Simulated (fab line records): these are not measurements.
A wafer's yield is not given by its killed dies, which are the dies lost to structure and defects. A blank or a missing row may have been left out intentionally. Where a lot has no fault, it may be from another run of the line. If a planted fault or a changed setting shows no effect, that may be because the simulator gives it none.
Chamber matching :: flow nandHarc :: NHARC_A_CONTACT_DEP_29 on pecvd-03: 3 sister chambers
The step deposits SiON, target thk 100 nm. 6 wafers are shown with their chamber, then 8 later ones without.

WAFERS PAIRED WITH THEIR CHAMBERS
wafer: L083.1
chamber: 2
rfFwdPowerW (W): 348.0
heaterPowerW (W): 847

wafer: L083.6
chamber: 1
rfFwdPowerW (W): 347.5
heaterPowerW (W): 808

wafer: L086.1
chamber: 1
rfFwdPowerW (W): 348.4
heaterPowerW (W): 863

wafer: L086.2
chamber: 0
rfFwdPowerW (W): 347.1
heaterPowerW (W): 820

wafer: L086.6
chamber: 2
rfFwdPowerW (W): 349.3
heaterPowerW (W): 845

wafer: L087.2
chamber: 0
rfFwdPowerW (W): 347.3
heaterPowerW (W): 800

WAFERS MISSING THEIR CHAMBER
wafer: L087.5
rfFwdPowerW (W): 346.9
heaterPowerW (W): 813

wafer: L087.6
rfFwdPowerW (W): 349.2
heaterPowerW (W): 772

wafer: L091.2
rfFwdPowerW (W): 347.7
heaterPowerW (W): 811

wafer: L091.5
rfFwdPowerW (W): 350.1
heaterPowerW (W): 825

wafer: L091.6
rfFwdPowerW (W): 349.1
heaterPowerW (W): 839

wafer: L094.1
rfFwdPowerW (W): 349.2
heaterPowerW (W): 851

wafer: L094.3
rfFwdPowerW (W): 347.9
heaterPowerW (W): 812

wafer: L094.4
rfFwdPowerW (W): 348.6
heaterPowerW (W): 839

EACH ONE'S CHAMBER
wafer: L087.5
from the rows above: can't be placed: 0 or 1
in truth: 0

wafer: L087.6
from the rows above: can't be placed: 2 or 1 or 0
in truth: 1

wafer: L091.2
from the rows above: can't be placed: 0 or 1 or 2
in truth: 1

wafer: L091.5
from the rows above: can't be placed: 2 or 1
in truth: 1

wafer: L091.6
from the rows above: can't be placed: 2 or 1
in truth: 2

wafer: L094.1
from the rows above: can't be placed: 2 or 1
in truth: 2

wafer: L094.3
from the rows above: can't be placed: 1 or 0 or 2
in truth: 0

wafer: L094.4
from the rows above: can't be placed: 2 or 1
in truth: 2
0 of 8 placed correctly. From these rows, 8 cannot be placed; in 8 the true chamber is one of the candidates. Wrongly placed: 0.
How it was worked out, from the rows above alone: a wafer's distance from a chamber is the root of the sum, over the readings, of the square of ((its reading less the chamber's mean) divided by the reading's scatter). The wafer belongs to the nearest chamber; if the next one is less than 2 further off, it can't be placed. A chamber's mean is the mean of its shown wafers. The scatter is the square root of a quotient: the sum, over the shown wafers, of each reading's squared deviation from its chamber's mean, divided by wafers minus chambers.
